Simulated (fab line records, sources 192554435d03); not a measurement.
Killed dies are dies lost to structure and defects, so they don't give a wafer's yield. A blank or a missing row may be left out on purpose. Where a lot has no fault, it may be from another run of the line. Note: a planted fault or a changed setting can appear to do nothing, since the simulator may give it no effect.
Split-lot experiment | flow n5-finfet | on a route of 1938 steps: 7 lots, 21 wafers read

ON THE SPLIT
At N5_BEOL_M9_ETCH_61 (etches SiARC in CF4, target depth 39 nm, time 65 s), the setting source-w was moved away from the recipe's 545 W on 7 of the 21 wafers read, by -15.1% to +12.8%. The other wafers ran this setting at the recipe's value.

Reading taken at the split's own step.

THE READING
rf-vpp-V, in V, at N5_BEOL_M9_ETCH_61 (etches SiARC in CF4, target depth 39 nm, time 65 s). Typical for fault-free wafers on this fab line: 183.8 V, with standard deviation 1.1 V.

wafer  | tool, chamber at the split | source-w as run, W | against the recipe | rf-vpp-V, V | against lot-mates on the recipe
L074.1 | rie-diel-03, 3             | 462.9              | -15.1%             | 195.6       | +13.2
L074.2 | rie-diel-03, 2             | 462.9              | -15.1%             | 193.9       | +11.5
L074.6 | rie-diel-03, 1             | 545                | recipe             | 182.4       | -
L078.2 | rie-diel-03, 0             | 545                | recipe             | 183.5       | -
L078.3 | rie-diel-03, 1             | 545                | recipe             | 183.4       | -
L078.4 | rie-diel-03, 2             | 545                | recipe             | 184.7       | -
L080.1 | rie-diel-01, 1             | 545                | recipe             | 182.2       | -
L080.3 | rie-diel-01, 2             | 545                | recipe             | 185.6       | -
L080.4 | rie-diel-01, 0             | 545                | recipe             | 184.0       | -
L081.2 | rie-diel-03, 3             | 545                | recipe             | 182.0       | -
L081.4 | rie-diel-03, 1             | 545                | recipe             | 181.8       | -
L081.5 | rie-diel-03, 3             | 545                | recipe             | 183.1       | -
L089.1 | rie-diel-01, 2             | 504.1              | -7.5%              | 189.4       | no lot-mate on the recipe
L089.2 | rie-diel-01, 1             | 504.1              | -7.5%              | 187.5       | no lot-mate on the recipe
L089.3 | rie-diel-01, 0             | 504.1              | -7.5%              | 188.7       | no lot-mate on the recipe
L091.2 | rie-diel-06, 0             | 545                | recipe             | 184.3       | -
L091.4 | rie-diel-06, 2             | 614.6              | +12.8%             | 177.6       | -6.3
L091.5 | rie-diel-06, 0             | 545                | recipe             | 183.5       | -
L093.1 | rie-diel-01, 2             | 577.4              | +5.9%              | 182.0       | -0.8
L093.2 | rie-diel-01, 3             | 545                | recipe             | 181.7       | -
L093.4 | rie-diel-01, 1             | 545                | recipe             | 184.0       | -

THE FIT
A straight line over all 21 wafers: rf-vpp-V changes by -0.642 V for each +1% of source-w; r = -0.95; the points scatter about the line by 1.4 V.
The same after taking each lot's own level away (the mean of its wafers on the recipe; 18 wafers): -0.692 V for each +1%; r = -0.95; scatter 1.4 V.
According to that fit, moving source-w by its largest amount changes the reading by 10 V.
The span of the lots' own levels, 182.30 to 183.93 V, comes to 1.5 times the standard deviation stated above.
Hence the lot-to-lot level has little effect on the slope; both slopes agree.
Check: +9.6 V against its lot-mates is what the line predicts for one of the wafers moved furthest among these (-15.1%) when that wafer is left out of the fit. It came out at +13.2 V against them.
Tool readings at the split's step, against how far the setting was moved: etch-rf-on-time-s r = -0.94; rf-vpp-V r = -0.95.

THE OTHER SPLITS THESE WAFERS WENT THROUGH
Note: prior to the reading, these wafers also went through further splits. Each is held against what the fit with the lots' levels taken away leaves over:
other split on the same wafers   | wafers away from the commonest value | r with rf-vpp-V (lot level and that fit taken away)
N5_BEOL_M5_COAT_66 spin-rpm      | 4                                    | +0.12
N5_BEOL_M6_DESCUM_33 time-s      | 8                                    | +0.10
N5_BEOL_M7_PECVD_70 temp-c       | 4                                    | -0.03
N5_BEOL_M7_TRENCH_ETCH_37 time-s | 7                                    | -0.31
N5_BEOL_M7_ETCH_41 source-w      | 6                                    | +0.04
N5_BEOL_M9_COAT_05 spin-rpm      | 12                                   | +0.06

THE WHOLE CHAIN: every reading that the file lists as answering this split, in the file's order
step               | what it does                                       | reading           | change (the file's fit)              | r (the file's)
N5_BEOL_M9_ETCH_61 | etches SiARC in CF4, target depth 39 nm, time 65 s | etch-rf-on-time-s | withheld for each +1% of the setting | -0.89
N5_BEOL_M9_ETCH_61 | etches SiARC in CF4, target depth 39 nm, time 65 s | rf-vpp-V          | -0.638 V for each +1% of the setting | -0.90

FILE'S OWN FIT
rf-vpp-V changes by -0.638 V for each +1% of source-w, r = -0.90.
